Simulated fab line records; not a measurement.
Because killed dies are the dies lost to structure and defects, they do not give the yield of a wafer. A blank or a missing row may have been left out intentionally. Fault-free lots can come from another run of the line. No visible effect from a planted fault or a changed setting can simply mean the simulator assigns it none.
fab line records	flow n5Finfet
record: lots: 11	wafers: 31	lastDay: 17
route steps=1938 shown MIM_TOP_LITHO@1847 MIM_TOP_ETCH@1852 MIM_BOT_ETCH@1868 PASSIVATION@1901
lots with no fault: from the same line, run without faults
startH: start of the lot's first displayed wafer, in hours after the record's first day	waitH: time in hours since the lot's previous step	" identical to the entry in the row above	L1.1+2: several wafers, shown together as one row	- no value, or no start was given	* or withheld: withheld	< > ~ a bound
route shown NAME@n: names a module that has steps shown in the file, with the first one's number in the route	usual: average and standard deviation across the fault-free wafers	same: alike in all rows	chamber/n: place in a boat	sites: each site's reading	_std_site: the standard deviation of these	_edge_site: inner sites' mean taken away from outer sites' mean	radiusMm: for every site, how far away it sits from the centre of the wafer	mask NAME#n: copy n	behind: tool/chamber where the wafer was last shaped	hold: cause of the lot's hold/its duration in hours/its outcome	device: the n, p or np transistor that did not switch	end of line: tests of these same wafers at the route's end	a step without rows: its recipe alone	killed: count of dies lost to structure and defects at first sort (not the wafer's yield)	map: dies across one wafer; x = killed, . = not, _ = none there
set.NAME: the setting that was run; set.NAME@STEP: the one run at that earlier step	model.NAME: the simulator's own value behind a step, which no gauge read
steps of the route over a sample of lots; a table a step, a row a wafer
services: when a tool's chamber went out of use (startH, in hours from the record's first day, below 0 if earlier), for how many hours, and the reason
== steps ==
step: N5_MIM_TOP_LITHO_CD_MEAS_08
recipe: targetCdNm: 2000	landingEnergyEv: 500	detector: seInlens
usual: cdNm: 1999.9/1.9
lot.wafer	tool	chamber	startH	waitH	cdNm
L671.1	cdSem-02	0	267.91	-	1999.0
L671.3	"	0	"	"	2000.7
L671.6	"	0	"	"	2001.9
L676.2	cdSem-02	0	295.23	-	1998.0
L676.3	"	0	"	"	1996.8
L676.6	"	0	"	"	1999.7
L678.1	cdSem-02	0	298.85	-	2000.1
L678.2	"	0	"	"	2000.5
L683.2	cdSem-01	0	327.89	-	1996.4
L683.5	"	0	"	"	2000.1
L683.6	"	0	"	"	1998.2
L681.4	cdSem-02	0	329.53	-	2001.1
L681.5	"	0	"	"	2001.1
L681.6	"	0	"	"	2001.3
L684.1	cdSem-02	0	332.51	-	2002.4
L684.2	"	0	"	"	1999.3
L684.6	"	0	"	"	2002.3
L685.1	cdSem-02	0	346.79	-	1997.5
L685.3	"	0	"	"	1995.1
L685.5	"	0	"	"	1997.7
L688.1	cdSem-02	0	372.30	-	2005.1
L688.2	"	0	"	"	2000.2
L688.6	"	0	"	"	2004.3
L691.2	cdSem-03	0	383.39	-	1997.8
L691.3	"	0	"	"	1998.3
L691.5	"	0	"	"	2001.1
L692.1	cdSem-01	0	384.60	-	2002.3
L692.5	"	0	"	"	2001.6
L693.2	cdSem-03	0	392.27	-	2000.8
L693.3	"	0	"	"	1997.8
L693.6	"	0	"	"	2000.7
step: N5_MIM_TOP_ETCH_STRIP_01
recipe: chemistry: O2	powerW: 600	tempC: 60	pressureMtorr: 30	rfFrequencyHz: 6e+07	biasPowerW: 0	overashFraction: 0.5	o2FlowSccm: 225
usual: drypumpMotorCurrentA: 5.8/0.38	oesProductAu: 0.77/0.053	rfVppV: 3.7/1.3	showerheadPlenumPTorr: 2.13/0.086	tempC: 60.00/0.1	throttleValvePct: 16.70/0.26
lot.wafer	tool	chamber	startH	waitH	drypumpMotorCurrentA	oesProductAu	rfHoursCounterH	rfVppV	showerheadPlenumPTorr	tempC	throttleValvePct
L671.1	rieDiel-04	2	268.25	0.1	5.4	0.80	119	5.2	2.01	59.99	16.78
L671.3	"	3	"	"	6.0	0.84	49	5.1	2.13	59.97	16.73
L671.6	"	0	"	"	5.6	0.87	-	2.7	2.06	60.00	16.41
L676.2	rieDiel-02	2	295.54	0.1	6.5	0.77	119	5.8	2.02	60.16	17.11
L676.3	"	1	"	"	5.6	0.85	83	4.8	2.24	59.84	16.53
L676.6	"	0	"	"	5.1	0.72	-	3.4	2.19	59.81	17.06
L678.1	rieDiel-02	2	299.32	0.1	6.5	0.77	120	6.0	2.02	60.04	17.11
L678.2	"	1	"	"	5.6	0.84	84	2.9	2.24	60.15	16.55
L683.2	rieDiel-02	1	328.26	0.1	5.6	0.82	94	1.1	2.23	59.98	16.57
L683.5	"	0	"	"	5.0	0.70	-	2.8	2.19	59.89	17.11
L683.6	"	3	"	"	5.9	0.79	-	1.9	2.22	59.90	16.33
L681.4	rieDiel-06	0	329.97	0.1	5.7	0.71	238	4.7	2.01	59.96	16.99
L681.5	"	0	"	"	5.6	0.69	-	3.2	2.01	59.80	16.98
L681.6	"	3	"	"	5.6	0.70	-	1.6	2.17	59.87	16.71
L684.1	rieDiel-04	3	332.84	0.1	6.0	0.83	72	4.1	2.12	60.13	16.78
L684.2	"	2	"	"	5.3	0.78	139	4.3	2.01	60.17	16.81
L684.6	"	3	"	"	6.0	0.83	-	3.6	2.12	60.03	16.81
L685.1	rieDiel-02	3	347.11	0.1	5.8	0.80	114	4.2	2.21	59.92	16.33
L685.3	"	1	"	"	5.6	0.84	99	5.1	2.23	59.95	16.60
L685.5	"	2	"	"	6.5	0.74	-	5.8	2.02	59.95	17.14
L688.1	rieDiel-02	2	372.63	0.1	6.5	0.75	145	4.4	2.01	60.02	17.14
L688.2	"	0	"	"	5.1	0.71	218	4.6	2.19	60.07	17.13
L688.6	"	1	"	"	5.6	0.81	-	4.4	2.23	59.90	16.59
L691.2	rieDiel-06	1	383.75	0.2	6.2	0.77	113	3.3	2.02	60.03	16.45
L691.3	"	3	"	"	5.6	0.69	228	3.5	2.16	59.88	16.73
L691.5	"	2	"	"	6.0	0.76	-	2.8	2.21	60.05	16.70
L692.1	rieDiel-04	0	385.45	0.3	5.6	0.82	77	2.1	2.05	59.93	16.51
L692.5	"	0	"	"	5.7	0.81	-	4.7	2.05	60.08	16.47
L693.2	rieDiel-04	2	392.73	0.2	5.4	0.76	158	3.7	2.00	60.16	16.84
L693.3	"	3	"	"	6.0	0.79	93	2.9	2.12	59.98	16.81
L693.6	"	3	"	"	6.0	0.81	-	5.2	2.12	59.94	16.82
step: N5_MIM_BOT_ETCH_ETCH_00
recipe: chemistry: Cl2/BCl3	target: TiN	targetDepthA: 455	ionEnergyEv: 150	pressureMtorr: 10	icpW: 1000	biasW: 126	Cl2_flow_sccm: 53.25	bcl3FlowSccm: 21.75	Ar_flow_sccm: 25
usual: drypumpMotorCurrentA: 6.0/0.48	oesProductAu: 0.80/0.095	throttleValvePct: 21.94/0.19
lot.wafer	tool	chamber	startH	waitH	drypumpMotorCurrentA	oesProductAu	rfHoursCounterH	throttleValvePct
L671.1	rieMetal-01	0	269.36	0.1	6.4	0.73	57	21.89
L671.3	"	0	"	"	6.4	0.73	-	21.92
L671.6	"	1	"	"	6.5	0.96	-	22.02
L676.2	rieMetal-03	1	296.51	0.1	5.9	0.84	19	21.54
L676.3	"	1	"	"	5.8	0.84	-	21.54
L676.6	"	1	"	"	5.9	0.85	-	21.51
L678.1	rieMetal-02	1	300.29	0.1	5.2	0.92	6	21.94
L678.2	"	0	"	"	6.0	0.74	54	21.99
L683.2	rieMetal-03	0	329.14	0.1	5.6	0.68	97	22.23
L683.5	"	0	"	"	5.6	0.68	-	22.25
L683.6	"	1	"	"	5.9	0.84	-	21.56
L681.4	rieMetal-01	1	331.36	0.1	6.5	0.90	-	22.02
L681.5	"	0	"	"	6.4	0.71	-	21.91
L681.6	"	1	"	"	6.5	0.91	-	22.03
L684.1	rieMetal-01	0	333.72	0.1	6.4	0.71	64	21.92
L684.2	"	1	"	"	6.5	0.91	9	22.05
L684.6	"	1	"	"	6.5	0.90	-	22.05
L685.1	rieMetal-02	1	347.86	0.1	5.1	0.90	10	21.96
L685.3	"	1	"	"	5.1	0.90	-	21.94
L685.5	"	1	"	"	5.1	0.90	-	21.94
L688.1	rieMetal-02	1	373.38	0.1	5.1	0.88	13	21.96
L688.2	"	0	"	"	6.0	0.73	62	22.00
L688.6	"	1	"	"	5.1	0.89	-	21.95
L691.2	rieMetal-02	1	384.51	0.1	5.2	0.88	14	21.95
L691.3	"	1	"	"	5.1	0.88	-	21.96
L691.5	"	1	"	"	5.2	0.88	-	21.97
L692.1	rieMetal-03	0	386.33	0.1	5.6	0.67	101	22.22
L692.5	"	1	"	"	5.9	0.82	-	21.56
L693.2	rieMetal-01	0	393.48	0.1	6.4	0.71	68	21.94
L693.3	"	0	"	"	6.4	0.70	-	21.95
L693.6	"	1	"	"	6.5	0.87	-	22.06
step: N5_PASSIVATION_EXPOSE_27
recipe: maskId: PAD	na: 0.55	sourceShape: conventional	sigmaOuter: 0.8	polarization: unpolarized	defocusNm: 0	doseMj: 32.3
lot.wafer	tool	chamber	startH	waitH	mask
L671.1+3+6	krfScanner-02	0	272.62	-	PAD#0
L676.2+3+6	krfScanner-01	0	299.60	-	PAD#0
L678.1+2	krfScanner-02	0	306.20	-	PAD#0
L683.2+5+6	krfScanner-01	0	332.06	-	PAD#0
L681.4+5+6	krfScanner-01	0	336.25	-	PAD#0
L684.1+2+6	krfScanner-01	0	337.34	-	PAD#0
L685.1+3+5	krfScanner-01	0	350.29	-	PAD#0
L688.1+2+6	krfScanner-02	0	376.02	-	PAD#0
L691.2+3+5	krfScanner-01	0	387.24	-	PAD#0
L692.1+5	krfScanner-01	0	392.51	-	PAD#0
L693.2+3+6	krfScanner-01	0	397.57	-	PAD#0
step: N5_PASSIVATION_CD_MEAS_30
recipe: targetCdNm: 4000	landingEnergyEv: 500	detector: seInlens	polarity: opening
usual: cdNm: 4000.9/2.3
lot.wafer	tool	chamber	startH	waitH	cdNm
L671.1	cdSem-03	0	272.80	-	4003.3
L671.3	"	0	"	"	4003.7
L671.6	"	0	"	"	4002.6
L676.2	cdSem-01	0	299.77	-	4002.5
L676.3	"	0	"	"	4002.4
L676.6	"	0	"	"	4004.5
L678.1	cdSem-03	0	306.37	-	3999.7
L678.2	"	0	"	"	4002.2
L683.2	cdSem-01	0	332.23	-	4005.3
L683.5	"	0	"	"	4001.7
L683.6	"	0	"	"	4002.7
L681.4	cdSem-03	0	336.41	-	3999.3
L681.5	"	0	"	"	3999.9
L681.6	"	0	"	"	4001.3
L684.1	cdSem-01	0	337.52	-	4000.1
L684.2	"	0	"	"	4003.4
L684.6	"	0	"	"	4001.8
L685.1	cdSem-03	0	350.47	-	3998.0
L685.3	"	0	"	"	4001.5
L685.5	"	0	"	"	3998.7
L688.1	cdSem-01	0	376.20	-	4015.3
L688.2	"	0	"	"	4027.7
L688.6	"	0	"	"	4015.3
L691.2	cdSem-03	0	387.41	-	4004.6
L691.3	"	0	"	"	3996.6
L691.5	"	0	"	"	3999.1
L692.1	cdSem-03	0	392.69	-	3999.2
L692.5	"	0	"	"	4003.2
L693.2	cdSem-01	0	397.74	-	4000.0
L693.3	"	0	"	"	3999.3
L693.6	"	0	"	"	4002.4
step: N5_PASSIVATION_PROBE_49
usual: defectLimitedYield: 91.5/1.4	killed_at_M0_to_M3: 32/9.7	killed_at_M4_up: 14/5.3	killedAtContacts: 11/6	killedAtFrontEnd: 39/14	killedAtOther: 3.3/2.7	killedDies: 100/17	killedOpen: 66/13	killedShort: 32/7.4	sort_bin_4_leakage: 0.02/0.16	sort_bin_5_function: 4.9/0.9	sort_bin_6_memory: 3.2/0.72	sortNPass: 1080/17	sortYieldPct: 91.5/1.4
same: grossDies: 1180	killedAtBackSide: 0	sort_bin_8_speed[%]: 0
lot.wafer	tool	chamber	startH	waitH	defectLimitedYield[%]	killed_at_M0_to_M3	killed_at_M4_up	killedAtContacts	killedAtFrontEnd	killedAtOther	killedDies	killedOpen	killedShort	sort_bin_4_leakage[%]	sort_bin_5_function[%]	sort_bin_6_memory[%]	sortNPass	sortYieldPct[%]
L671.1	prober-02	-	277.72	0.0	93.1	31	14	4	30	2	81	54	26	0	4.2	2.6	1099	93.1
L671.3	prober-02	-	277.82	0.1	91.3	52	5	17	26	3	103	67	36	0	5.7	2.5	1077	91.3
L671.6	prober-02	-	277.97	0.3	93.2	29	13	9	27	2	80	56	24	0	3.9	2.5	1100	93.2
L681.4	prober-01	-	341.66	0.2	93.0	31	8	12	30	2	83	57	24	0	4.0	2.7	1097	93.0
L681.5	prober-01	-	341.71	0.2	91.4	34	15	10	38	5	102	65	37	0	5.8	2.8	1078	91.4
L681.6	prober-01	-	341.76	0.3	91.7	36	14	14	31	3	98	60	35	0	4.5	3.6	1082	91.7
L684.1	prober-01	-	342.74	0.0	92.2	18	17	12	42	3	92	65	27	0	4.7	2.9	1088	92.2
L684.2	prober-01	-	342.79	0.1	92.4	30	17	8	33	2	90	56	33	0	4.5	3.1	1090	92.4
L684.6	prober-01	-	342.99	0.3	90.3	35	25	19	35	0	114	87	27	0	6.0	3.3	1066	90.3
L685.1	prober-02	-	355.56	0.0	91.6	29	14	17	34	5	99	70	28	0	5.6	2.7	1081	91.6
L685.3	prober-02	-	355.66	0.1	92.5	36	13	8	27	4	88	53	35	0	4.2	3.1	1092	92.5
L685.5	prober-02	-	355.76	0.2	91.1	39	10	12	35	9	105	68	37	0	4.8	3.2	1075	91.1
killed by level:class
L671.1 FIN_SAQP:geometricParticle:open=12 BEOL_M2:geometricParticle:open=11 BEOL_M1:geometricParticle:open=5 MOL_CONTACT_COAG:geometricParticle:open=4 BEOL_M0_SAQP:geometricParticle:open=4 BEOL_M0_SAQP:geometricParticle:short=4 BEOL_M5:geometricParticle:short=4 BEOL_M8:geometricParticle:open=4
L671.3 MOL_CONTACT_COAG:geometricParticle:open=14 BEOL_M0_SAQP:geometricParticle:short=11 BEOL_M0_SAQP:geometricParticle:open=11 BEOL_M2:geometricParticle:open=11 FIN_SAQP:geometricParticle:open=9 FIN_SAQP:geometricParticle:short=7 BEOL_M1:geometricParticle:open=7 BEOL_M2:geometricParticle:short=5
L671.6 MOL_CONTACT_COAG:geometricParticle:open=9 BEOL_M0_SAQP:geometricParticle:short=9 FIN_SAQP:geometricParticle:open=7 BEOL_M2:geometricParticle:open=7 BEOL_M0_SAQP:geometricParticle:open=5 BEOL_M8:geometricParticle:open=5 STARTING-WAFER:geometricParticle:open=5 BEOL_M1:geometricParticle:open=4
L681.4 MOL_CONTACT_COAG:geometricParticle:open=11 BEOL_M3:geometricParticle:open=9 STI_FIN_REVEAL:geometricParticle:open=6 FIN_SAQP:geometricParticle:short=5 BEOL_M0_SAQP:geometricParticle:short=5 BEOL_M0:geometricParticle:open=4 FIN_SAQP:geometricParticle:open=3 GATE_CUT:geometricParticle:short=3
L681.5 FIN_SAQP:geometricParticle:short=10 MOL_CONTACT_COAG:geometricParticle:open=10 BEOL_M4:geometricParticle:open=8 STI_FIN_REVEAL:geometricParticle:open=7 FIN_SAQP:geometricParticle:open=6 BEOL_M2:geometricParticle:open=6 BEOL_M3:geometricParticle:open=6 GATE_CUT:geometricParticle:short=5
L681.6 FIN_SAQP:geometricParticle:open=11 MOL_CONTACT_COAG:geometricParticle:open=11 BEOL_M0_SAQP:geometricParticle:short=9 BEOL_M2:geometricParticle:open=7 BEOL_M4:geometricParticle:open=7 FIN_SAQP:geometricParticle:short=6 BEOL_M1:geometricParticle:open=5 MOL_CONTACT_COAG:geometricParticle:short=3
L684.1 STI_FIN_REVEAL:geometricParticle:open=16 MOL_CONTACT_COAG:geometricParticle:open=11 BEOL_M4:geometricParticle:open=11 BEOL_M3:geometricParticle:open=8 FIN_SAQP:geometricParticle:open=6 STARTING-WAFER:geometricParticle:short=6 GATE_CUT:geometricParticle:short=4 BEOL_M4:geometricParticle:short=3
L684.2 FIN_SAQP:geometricParticle:short=9 FIN_SAQP:geometricParticle:open=8 BEOL_M2:geometricParticle:open=8 DUMMY_GATE:geometricParticle:open=7 MOL_CONTACT_COAG:geometricParticle:open=5 BEOL_M0_SAQP:geometricParticle:short=5 BEOL_M0_SAQP:geometricParticle:open=4 BEOL_M8:geometricParticle:open=4
L684.6 MOL_CONTACT_COAG:geometricParticle:open=17 STI_FIN_REVEAL:geometricParticle:open=14 BEOL_M4:geometricParticle:open=13 BEOL_M2:geometricParticle:open=8 BEOL_M8:geometricParticle:open=7 BEOL_M0_SAQP:geometricParticle:short=6 BEOL_M0_SAQP:geometricParticle:open=6 GATE_CUT:geometricParticle:open=5
L685.1 MOL_CONTACT_COAG:geometricParticle:open=14 STI_FIN_REVEAL:geometricParticle:open=11 BEOL_M4:geometricParticle:open=11 BEOL_M0:geometricParticle:open=7 BEOL_M0_SAQP:geometricParticle:short=6 FIN_SAQP:geometricParticle:short=5 DUMMY_GATE:geometricParticle:short=4 BEOL_M0_SAQP:geometricParticle:open=4
L685.3 BEOL_M0_SAQP:geometricParticle:open=16 BEOL_M0_SAQP:geometricParticle:short=11 MOL_CONTACT_COAG:geometricParticle:open=7 FIN_SAQP:geometricParticle:open=5 FIN_SAQP:geometricParticle:short=5 STI_FIN_REVEAL:geometricParticle:open=5 BEOL_M4:geometricParticle:open=5 BEOL_M2:geometricParticle:open=4
L685.5 BEOL_M0_SAQP:geometricParticle:short=20 STI_FIN_REVEAL:geometricParticle:open=14 MOL_CONTACT_COAG:geometricParticle:open=12 BEOL_M0_SAQP:geometricParticle:open=7 FIN_SAQP:geometricParticle:open=5 BEOL_M3:geometricParticle:open=5 BEOL_M4:geometricParticle:open=5 BEOL_M2:geometricParticle:open=4
== services ==
tool	chamber	startH	hours	kind
krfScanner-01	-	256.53	1.3	pm
krfScanner-01	-	257.83	0.8	pm
rieMetal-02	0	259.68	4.2	repair
krfScanner-02	-	264.10	1.0	pm
krfScanner-02	-	265.10	0.8	pm
krfScanner-01	-	278.45	1.0	pm
rieDiel-04	1	279.44	3.4	repair
rieDiel-04	2	293.66	8.2	repair
rieMetal-01	-	296.07	2.8	pm
rieMetal-02	1	307.60	2.2	repair
rieDiel-06	1	311.17	5.3	repair
rieDiel-04	1	317.63	-	clean
rieDiel-04	1	317.63	-	consumableReplace:focusRing
rieDiel-04	1	317.63	25.8	scheduledDown
rieMetal-02	-	328.93	1.4	pm
rieMetal-02	-	356.20	0.7	repair
krfScanner-01	-	358.64	0.9	repair
rieDiel-04	0	360.69	4.7	repair
rieDiel-04	2	360.94	2.5	repair
krfScanner-02	-	365.53	1.3	pm
rieDiel-04	1	371.84	5.3	repair
krfScanner-02	-	376.15	4.4	pm
krfScanner-01	0	378.17	-	calibration
rieDiel-02	2	394.99	4.1	repair
== key ==
firstSign: step: N5_PASSIVATION_CD_MEAS_30	reading: cdNm	direction: up	sigmas: 7.9	usual: 4000.9	struck: 4019.4
effect none on later readings
metAt N5_PASSIVATION_EXPOSE_27
struckLots L688
notActingAt N5_MIM_TOP_LITHO_CD_MEAS_08,N5_MIM_TOP_ETCH_STRIP_01,N5_MIM_BOT_ETCH_ETCH_00
onsetBetween 306.20 376.02
fault: kind: processParameterDrift	tool: krfScanner-02	chamber: -	onsetH: 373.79	steps: N5_PASSIVATION_EXPOSE_27	channel: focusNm	offset: 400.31	spreadByWafer: 0.3	shape: step
